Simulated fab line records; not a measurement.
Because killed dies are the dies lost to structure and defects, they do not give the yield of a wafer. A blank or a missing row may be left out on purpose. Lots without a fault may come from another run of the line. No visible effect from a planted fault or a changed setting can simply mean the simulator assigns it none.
fab line records | flow nandHarc
record: lots: 12 | wafers: 36 | lastDay: 33
route steps=1302 shown A_STAIRCASE@819
lots that met no fault: taken from a fault-free run of the same line
startH: start of the lot's first displayed wafer, in hours after the record's first day | waitH: time in hours since the lot's previous step | " unchanged from the row above | L1.1+2: one row covering several wafers at once | - either no value or no given start | * or withheld: withheld | < > ~ a bound
route shown NAME@n: a module of which the file shows steps, and the number in the route of the first | usual: mean/standard deviation taken from wafers without a fault | same: alike in all rows | chamber/n: place in a boat | sites: readings site by site | _std_site: their standard deviation | _edge_site: the outer-site mean with the inner-site mean subtracted | radiusMm: how far each site lies from the wafer's centre | mask NAME#n: copy n | behind: the tool/chamber that last shaped the wafer | hold: what put the lot on hold/how long, in hours/how the hold closed | device: names the non-switching transistor (n, p or np) | end of line: at the end of the route, the tests of the same wafers | where a step has no rows: the recipe by itself | killed: dies lost to structure and defects at the first sort, not the wafer's yield | map: a wafer's dies, x killed, . not, _ none there
set.NAME: setting as actually run; set.NAME@STEP: the setting as run at that earlier step | model.NAME: the simulator's own value behind a step, which no gauge read
route steps across a sampled set of lots; one table per step, one row per wafer
services: the hour from which a tool's chamber was out of use, counted from the record's first day as startH (under 0 if before that day), plus the number of hours and why
== steps ==
step: NHARC_A_STAIRCASE_DEP_301
recipe: targetThkA: 300 | targetThkNm: 30 | tempC: 400 | pressureTorr: 3.5 | flowSccm: 200 | rfW: 350 | material: SiON
usual: heaterPowerOuterW: 468/96 | heaterPowerW: 749/140 | rfFwdPowerW: 348.2/1.1
lot.wafer | tool     | chamber | startH | waitH | heaterPowerOuterW | heaterPowerW | rfFwdPowerW
L123.1    | pecvd-01 | 0       | 393.34 | 1.5   | 515               | 741          | 347.5
L123.2    | "        | 1       | "      | "     | 471               | 762          | 346.9
L123.5    | "        | 2       | "      | "     | 290               | 497          | 346.6
L124.1    | pecvd-04 | 2       | 417.02 | 1.6   | 388               | 636          | 349.2
L124.3    | "        | 0       | "      | "     | 501               | 759          | 349.7
L124.2    | "        | 1       | "      | "     | 596               | 975          | 348.2
L128.3    | pecvd-02 | 0       | 449.28 | 1.0   | 480               | 802          | 347.4
L128.6    | "        | 0       | "      | "     | 486               | 790          | 349.4
L128.4    | "        | 2       | "      | "     | 459               | 778          | 347.4
L130.2    | pecvd-01 | 2       | 458.46 | 1.2   | 276               | 488          | 348.1
L130.1    | "        | 0       | "      | "     | 561               | 824          | 344.6
L130.6    | "        | 1       | "      | "     | 469               | 751          | 348.0
L136.1    | pecvd-01 | 2       | 525.55 | 1.6   | 331               | 576          | 348.6
L136.3    | "        | 1       | "      | "     | 451               | 709          | 349.0
L136.4    | "        | 2       | "      | "     | 335               | 576          | 349.8
L135.1    | pecvd-01 | 2       | 529.03 | 1.6   | 345               | 593          | 349.0
L135.3    | "        | 0       | "      | "     | 496               | 728          | 348.8
L135.4    | "        | 1       | "      | "     | 490               | 756          | 348.8
L138.3    | pecvd-01 | 0       | 538.58 | 1.0   | 554               | 798          | 348.1
L138.1    | "        | 1       | "      | "     | 457               | 733          | 348.8
L138.4    | "        | 2       | "      | "     | 342               | 585          | 348.0
L139.3    | pecvd-01 | 0       | 541.85 | 1.0   | 555               | 812          | 346.5
L139.6    | "        | 1       | "      | "     | 517               | 800          | 347.9
L139.5    | "        | 0       | "      | "     | 550               | 806          | 348.2
L141.1    | pecvd-04 | 2       | 575.50 | 1.6   | 309               | 523          | 348.8
L141.4    | "        | 0       | "      | "     | 458               | 697          | 347.3
L141.6    | "        | 2       | "      | "     | 308               | 535          | 348.0
L140.2    | pecvd-04 | 1       | 576.67 | 1.3   | 604               | 984          | 348.8
L140.1    | "        | 2       | "      | "     | 342               | 584          | 349.3
L140.5    | "        | 1       | "      | "     | 597               | 974          | 349.0
L145.3    | pecvd-02 | 2       | 607.72 | 1.0   | 486               | 850          | 347.8
L145.1    | "        | 0       | "      | "     | 509               | 865          | 347.9
L145.6    | "        | 1       | "      | "     | 470               | 764          | 349.1
L143.1    | pecvd-04 | 2       | 609.31 | 1.6   | 347               | 600          | 348.0
L143.5    | "        | 1       | "      | "     | 667               | 1057         | 347.0
L143.4    | "        | 2       | "      | "     | 354               | 603          | 348.6
step: NHARC_A_STAIRCASE_ETCH_315
recipe: targetDepthA: 25000 | timeS: 607.1 | ionEnergyEv: 800 | c4f8FlowSccm: 80 | o2FlowSccm: 60 | arFlowSccm: withheld | rfW: 600 | biasW: 3000 | chemistry: C4F8/O2/Ar
usual: biasW: 3001/8.8 | oesProductAu: 0.925/0.014 | rfVppV: 1826/14
lot.wafer | tool       | chamber | startH | waitH | biasW | oesProductAu | rfHoursCounterH | rfVppV
L123.2    | rieDiel-06 | 2       | -      | -     | 3001  | 0.899        | 22              | 1845
L123.1    | "          | 0       | "      | "     | 3000  | 0.920        | 21              | 1835
L123.5    | "          | 1       | "      | "     | 3008  | 0.914        | -               | 1843
L124.2    | rieDiel-01 | 2       | -      | -     | 2990  | 0.930        | 10              | 1816
L124.1    | "          | 0       | "      | "     | 3001  | 0.906        | 11              | 1822
L124.3    | "          | 1       | "      | "     | 2996  | 0.901        | 12              | 1833
L128.3    | rieDiel-06 | 0       | -      | -     | 3013  | 0.922        | 42              | 1834
L128.4    | "          | 1       | "      | "     | 2994  | 0.915        | 43              | 1843
L128.6    | "          | 3       | "      | "     | 2986  | 0.933        | -               | 1833
L130.2    | rieDiel-04 | 3       | -      | -     | 2991  | 0.917        | 28              | 1808
L130.1    | "          | 1       | "      | "     | 3013  | 0.926        | 27              | 1812
L130.6    | "          | 3       | "      | "     | 3010  | 0.919        | -               | 1807
L136.4    | rieDiel-04 | 1       | -      | -     | 3010  | 0.947        | 50              | 1809
L136.3    | "          | 2       | "      | "     | 2998  | 0.931        | 52              | 1845
L136.1    | "          | 3       | "      | "     | 3010  | 0.916        | 54              | 1805
L135.1    | rieDiel-06 | 2       | -      | -     | 3002  | 0.915        | 12              | 1845
L135.3    | "          | 0       | "      | "     | 3008  | 0.931        | 12              | 1834
L135.4    | "          | 1       | "      | "     | 2998  | 0.926        | 10              | 1843
L138.1    | rieDiel-01 | 3       | -      | -     | 2996  | 0.945        | 46              | 1812
L138.4    | "          | 1       | "      | "     | 2996  | 0.905        | 55              | 1830
L138.3    | "          | 2       | "      | "     | 2989  | 0.927        | 54              | 1816
L139.3    | rieDiel-01 | 3       | -      | -     | 2999  | 0.928        | 48              | 1812
L139.6    | "          | 0       | "      | "     | 3002  | 0.910        | -               | 1822
L139.5    | "          | 1       | "      | "     | 2997  | 0.894        | -               | 1831
L141.1    | rieDiel-01 | 3       | -      | -     | 3005  | 0.929        | 6               | 1812
L141.4    | "          | 3       | "      | "     | 2991  | 0.909        | -               | 1812
L141.6    | "          | 0       | "      | "     | 2989  | 0.944        | -               | 1821
L140.2    | rieDiel-04 | 2       | -      | -     | 2999  | 0.910        | 11              | 1844
L140.1    | "          | 3       | "      | "     | 3012  | 0.957        | 12              | 1845
L140.5    | "          | 0       | "      | "     | 2999  | 0.936        | -               | 1819
L145.3    | rieDiel-04 | 0       | -      | -     | 3006  | 0.944        | 17              | 1818
L145.1    | "          | 3       | "      | "     | 3013  | 0.949        | 19              | 1847
L145.6    | "          | 1       | "      | "     | 3003  | 0.929        | -               | 1811
L143.1    | rieDiel-06 | 3       | -      | -     | 2993  | 0.952        | 40              | 1830
L143.5    | "          | 1       | "      | "     | 2997  | 0.913        | -               | 1842
L143.4    | "          | 3       | "      | "     | 2996  | 0.937        | -               | 1831
step: NHARC_A_STAIRCASE_DEP_417
recipe: targetThkA: 600 | stepCoveragePct: 20 | tempC: 400 | targetThkNm: 60 | flowSccm: 200 | rfW: 450 | material: Si3N4
usual: heaterPowerOuterW: 438/78 | heaterPowerW: 719/110 | rfFwdPowerW: 448.6/1.4
lot.wafer | tool     | chamber | startH | waitH | heaterPowerOuterW | heaterPowerW | rfFwdPowerW
L123.2    | pecvd-01 | 1       | 403.99 | -     | 469               | 744          | 447.3
L123.1    | "        | 0       | "      | "     | 498               | 729          | 447.6
L123.5    | "        | 0       | "      | "     | 511               | 746          | 447.9
L124.2    | pecvd-04 | 1       | 422.17 | -     | 466               | 810          | 447.8
L124.3    | "        | 2       | "      | "     | 326               | 564          | 446.7
L124.1    | "        | 0       | "      | "     | 473               | 769          | 448.8
L128.3    | pecvd-01 | 1       | 454.36 | -     | 453               | 707          | 447.7
L128.6    | "        | 2       | "      | "     | 268               | 491          | 450.6
L128.4    | "        | 1       | "      | "     | 442               | 730          | 445.9
L130.2    | pecvd-02 | 1       | 465.06 | -     | 405               | 699          | 448.8
L130.1    | "        | 2       | "      | "     | 439               | 730          | 448.7
L130.6    | "        | 1       | "      | "     | 397               | 692          | 449.5
L136.1    | pecvd-02 | 1       | 530.71 | -     | 439               | 724          | 448.7
L136.3    | "        | 2       | "      | "     | 400               | 682          | 448.4
L136.4    | "        | 1       | "      | "     | 435               | 749          | 447.6
L135.3    | pecvd-04 | 2       | 534.12 | -     | 317               | 542          | 448.2
L135.1    | "        | 0       | "      | "     | 506               | 779          | 449.0
L135.4    | "        | 2       | "      | "     | 310               | 557          | 449.2
L138.1    | pecvd-04 | 0       | 543.80 | -     | 479               | 718          | 447.6
L138.3    | "        | 1       | "      | "     | 634               | 1020         | 448.7
L138.4    | "        | 0       | "      | "     | 477               | 737          | 447.1
L139.3    | pecvd-04 | 0       | 546.89 | -     | 472               | 711          | 448.8
L139.5    | "        | 2       | "      | "     | 343               | 574          | 449.6
L139.6    | "        | 1       | "      | "     | 581               | 992          | 450.6
L141.1    | pecvd-02 | 1       | 581.72 | -     | 396               | 664          | 449.0
L141.6    | "        | 0       | "      | "     | 491               | 847          | 448.2
L141.4    | "        | 1       | "      | "     | 386               | 667          | 450.1
L140.2    | pecvd-02 | 1       | 582.77 | -     | 450               | 744          | 449.2
L140.1    | "        | 2       | "      | "     | 438               | 748          | 451.2
L140.5    | "        | 0       | "      | "     | 467               | 764          | 448.9
L145.1    | pecvd-02 | 0       | 612.78 | -     | 425               | 738          | 447.2
L145.3    | "        | 1       | "      | "     | 481               | 793          | 450.4
L145.6    | "        | 0       | "      | "     | 423               | 723          | 446.6
L143.1    | pecvd-04 | 0       | 614.61 | -     | 452               | 730          | 448.7
L143.4    | "        | 0       | "      | "     | 463               | 710          | 449.8
L143.5    | "        | 0       | "      | "     | 482               | 713          | 449.3
step: NHARC_A_STAIRCASE_DEP_325
recipe: targetThkA: 72000 | tempC: 400 | targetThkNm: 7200 | teosFlowSccm: 200 | rfW: 500 | material: SiO2
usual: heaterPowerOuterW: 383/83 | heaterPowerW: 646/120 | mfcPrecursorSccm: 200.0/0.61 | rfFwdPowerW: 499.8/1.5
lot.wafer | tool     | chamber | startH | waitH | heaterPowerOuterW | heaterPowerW | mfcPrecursorSccm | rfFwdPowerW
L123.2    | pecvd-04 | 0       | 434.47 | 0.3   | 470               | 728          | 200.1            | 502.1
L123.1    | "        | 1       | "      | "     | 482               | 827          | 199.9            | 499.7
L123.5    | "        | 0       | "      | "     | 397               | 629          | 199.0            | 501.9
L124.1    | pecvd-02 | 0       | 451.61 | 0.1   | 429               | 747          | 200.3            | 500.8
L124.2    | "        | 1       | "      | "     | 398               | 677          | 200.1            | 500.4
L124.3    | "        | 2       | "      | "     | 409               | 717          | 199.8            | 499.0
L128.3    | pecvd-02 | 2       | 478.61 | 0.3   | 359               | 653          | 200.2            | 697.2
L128.4    | "        | 1       | "      | "     | 336               | 610          | 198.9            | 501.9
L128.6    | "        | 2       | "      | "     | 279               | 534          | 200.3            | 698.9
L130.1    | pecvd-02 | 2       | 491.37 | 0.2   | 376               | 680          | 200.1            | 699.2
L130.2    | "        | 0       | "      | "     | 422               | 724          | 199.4            | 500.1
L130.6    | "        | 2       | "      | "     | 278               | 541          | 200.1            | 697.5
L136.1    | pecvd-02 | 1       | 559.49 | 0.1   | 453               | 748          | 200.1            | 499.3
L136.3    | "        | 2       | "      | "     | 364               | 659          | 200.2            | 500.4
L136.4    | "        | 0       | "      | "     | 359               | 659          | 199.7            | 500.9
L135.3    | pecvd-01 | 1       | 559.59 | 0.2   | 454               | 717          | 200.6            | 499.8
L135.1    | "        | 2       | "      | "     | 301               | 520          | 199.3            | 502.1
L135.4    | "        | 1       | "      | "     | 364               | 607          | 199.6            | 499.6
L138.3    | pecvd-01 | 1       | 569.78 | 0.2   | 412               | 630          | 199.7            | 499.7
L138.1    | "        | 2       | "      | "     | 265               | 483          | 198.9            | 500.3
L138.4    | "        | 1       | "      | "     | 376               | 602          | 200.1            | 499.7
L139.3    | pecvd-04 | 2       | 569.78 | 0.2   | 325               | 545          | 200.0            | 499.1
L139.6    | "        | 1       | "      | "     | 479               | 837          | 200.4            | 501.2
L139.5    | "        | 0       | "      | "     | 403               | 640          | 198.5            | 497.9
L140.1    | pecvd-04 | 2       | 610.63 | 0.1   | 338               | 569          | 199.8            | 498.7
L140.2    | "        | 0       | "      | "     | 506               | 786          | 199.2            | 500.2
L140.5    | "        | 0       | "      | "     | 404               | 643          | 200.6            | 497.6
L141.1    | pecvd-02 | 1       | 610.82 | 0.3   | 360               | 640          | 200.1            | 501.2
L141.6    | "        | 0       | "      | "     | 367               | 649          | 200.0            | 499.7
L141.4    | "        | 1       | "      | "     | 360               | 656          | 200.1            | 499.9
L143.1    | pecvd-02 | 0       | 639.36 | 0.2   | 449               | 793          | 200.8            | 499.6
L143.4    | "        | 2       | "      | "     | 354               | 643          | 200.7            | 500.3
L143.5    | "        | 1       | "      | "     | 360               | 634          | 199.9            | 500.7
L145.3    | pecvd-01 | 0       | 639.56 | 0.3   | 523               | 777          | 200.9            | 499.3
L145.1    | "        | 1       | "      | "     | 391               | 619          | 200.1            | 497.2
L145.6    | "        | 2       | "      | "     | 237               | 431          | 200.7            | 499.1
== services ==
tool       | chamber | startH | hours | kind
rieDiel-01 | -       | 381.16 | 9.0   | pm
pecvd-02   | 0       | 392.38 | 5.1   | repair
pecvd-02   | -       | 408.20 | 13.0  | pm
pecvd-02   | 0       | 408.20 | 13.0  | ventCycle
pecvd-02   | 1       | 408.20 | 13.0  | ventCycle
pecvd-02   | 2       | 408.20 | 13.0  | ventCycle
rieDiel-04 | 3       | 427.19 | 12.8  | repair
pecvd-01   | 2       | 428.98 | 7.1   | repair
pecvd-04   | -       | 450.26 | 13.0  | pm
pecvd-04   | -       | 467.11 | 1.7   | repair
rieDiel-06 | -       | 484.32 | 9.0   | pm
pecvd-01   | -       | 492.04 | 13.0  | pm
pecvd-04   | -       | 495.41 | 0.8   | repair
rieDiel-04 | 2       | 498.99 | 9.0   | repair
rieDiel-04 | -       | 533.69 | 9.0   | pm
rieDiel-01 | -       | 558.16 | 9.0   | pm
pecvd-04   | 2       | 581.28 | 10.2  | repair
pecvd-02   | -       | 589.20 | 13.0  | pm
rieDiel-04 | 2       | 602.32 | 5.3   | repair
rieDiel-06 | 0       | 608.46 | 4.5   | repair
pecvd-02   | -       | 609.10 | 0.8   | repair
pecvd-04   | 1       | 612.02 | 3.6   | repair
pecvd-04   | -       | 631.26 | 13.0  | pm
rieDiel-01 | 1       | 638.37 | 6.7   | repair
== key ==
firstSign: step: NHARC_A_STAIRCASE_DEP_325 | reading: rfFwdPowerW | direction: up | sigmas: 99+ | usual: * | struck: *
effect none on later readings
metAt NHARC_A_STAIRCASE_DEP_325
struckLots L128,L130
struckWafers L128.3,L128.6,L130.1,L130.6
testerLeftOut L128,L130
notActingAt NHARC_A_STAIRCASE_DEP_301,NHARC_A_STAIRCASE_ETCH_315,NHARC_A_STAIRCASE_DEP_417
onsetBetween 451.61 478.61
fault: kind: processParameterDrift | tool: pecvd-02 | chamber: 2 | onsetH: 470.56 | steps: NHARC_A_STAIRCASE_DEP_325 | channel: rfW | offset: * | shape: step | endH: 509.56 | actsIn: * | stated: *
testerLeftOut: of these lots the tester's yield and bins aren't shown, on N5 and GAA mostly nor the transistor test; their killed dies are dies lost to structure and defects alone, not to doping, threshold or leakage, so they don't give the yield
